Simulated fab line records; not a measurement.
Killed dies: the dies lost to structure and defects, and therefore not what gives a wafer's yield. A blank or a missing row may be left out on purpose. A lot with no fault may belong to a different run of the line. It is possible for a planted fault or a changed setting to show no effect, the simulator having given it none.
2 desks looking at one fault + flow n5_finfet + every desk sees just its own numbers, and what lay behind them comes last

AT THE METROLOGY DESK
What the gauges read, lot by lot, whatever tool the lot ran on: means of the sampled wafers that have a number. A lot is out of limits, marked OUT, if its mean lies more than 4 standard deviations from the usual mean; the brackets give that distance. Of its 13 readings 7 are shown: those that lie furthest out on some lot.
Columns: A = DIBL_N at N5_BEOL_M4_RC_MEAS_101, usual 36.6 mV/V; B = IOFF_N at N5_BEOL_M4_RC_MEAS_101, usual 0.17 nA/um; C = IOFF_P at N5_BEOL_M4_RC_MEAS_101, usual 0.22 nA/um; D = ION_N at N5_BEOL_M4_RC_MEAS_101, usual 676 uA/um; E = SS_P at N5_BEOL_M4_RC_MEAS_101, usual 73.4 mV/dec; F = VT_N at N5_BEOL_M4_RC_MEAS_101, usual 249 mV; G = V11_OVL at N5_BEOL_M12_OVL_MEAS_11, usual 1 nm
| lot  | first seen here | A    | B    | C    | D   | E    | F   | G  |
|------|-----------------|------|------|------|-----|------|-----|----|
| L238 | day 7 23:09     | 35.6 | 0.15 | 0.20 | 673 | 72.9 | 250 | -1 |
| L240 | day 8 04:20     | 38.7 | 0.22 | 0.29 | 686 | 73.6 | 244 | 5  |
| L241 | day 8 15:29     | 40.4 | 0.27 | 0.29 | 698 | 74.0 | 242 | 9  |
| L242 | day 8 20:05     | 37.7 | 0.17 | 0.21 | 672 | 74.2 | 249 | -3 |
| L250 | day 10 22:14    | 37.9 | 0.20 | 0.25 | 688 | 73.7 | 244 | 0  |
| L253 | day 11 21:28    | 37.2 | 0.19 | 0.26 | 692 | 73.7 | 246 | 1  |
| L255 | day 12 01:37    | 38.1 | 0.22 | 0.28 | 686 | 74.3 | 244 | 5  |
| L259 | day 13 03:17    | 35.9 | 0.15 | 0.19 | 679 | 73.0 | 251 | 7  |
| L260 | day 13 21:49    | 39.3 | 0.22 | 0.26 | 673 | 74.9 | 245 | -3 |
Result from this desk: across the 9 lots, nothing is out of limits.

TOOL OWNER'S DESK, rie_diel-02
The tool's own readings at N5_BEOL_M12_ETCH_67 (etches SiARC in CF4, target depth 143 nm, time 238.3 s): means of the sampled wafers that have a number, for each lot that ran on this tool. A lot is out of limits, marked OUT, if its mean lies more than 4 standard deviations from the usual mean; the brackets give that distance. Of its 8 readings 7 are shown: those that lie furthest out on some lot.
Columns: A = bias_w at N5_BEOL_M12_ETCH_67, usual 35.99 W; B = cf4_flow_sccm at N5_BEOL_M12_ETCH_67, usual 99.93 sccm; C = etch_rf_on_time_s at N5_BEOL_M12_ETCH_67, usual 240 s; D = oes_product_au at N5_BEOL_M12_ETCH_67, usual 0.69 a.u.; E = rf_vpp_V at N5_BEOL_M12_ETCH_67, usual 184.3 V; F = showerhead_plenum_p_Torr at N5_BEOL_M12_ETCH_67, usual 2.16 Torr; G = throttle_valve_pct at N5_BEOL_M12_ETCH_67, usual 15.5 %
| lot  | first seen here | A     | B      | C   | D    | E     | F    | G    |
|------|-----------------|-------|--------|-----|------|-------|------|------|
| L238 | day 10 20:29    | 36.04 | 100.13 | 241 | 0.69 | 184.8 | 2.15 | 15.6 |
| L253 | day 14 23:27    | 35.88 | 100.01 | 233 | 0.72 | 185.0 | 2.23 | 15.6 |
| L255 | day 15 22:39    | 35.98 | 99.94  | 237 | 0.70 | 185.1 | 2.26 | 15.7 |
Result from this desk: across the 3 lots, nothing is out of limits.

BROUGHT TOGETHER
Nothing out of limits was seen by the metrology desk.
The desk of the tool owner found nothing out of limits.

WHAT THE SIMULATOR HAD INSERTED
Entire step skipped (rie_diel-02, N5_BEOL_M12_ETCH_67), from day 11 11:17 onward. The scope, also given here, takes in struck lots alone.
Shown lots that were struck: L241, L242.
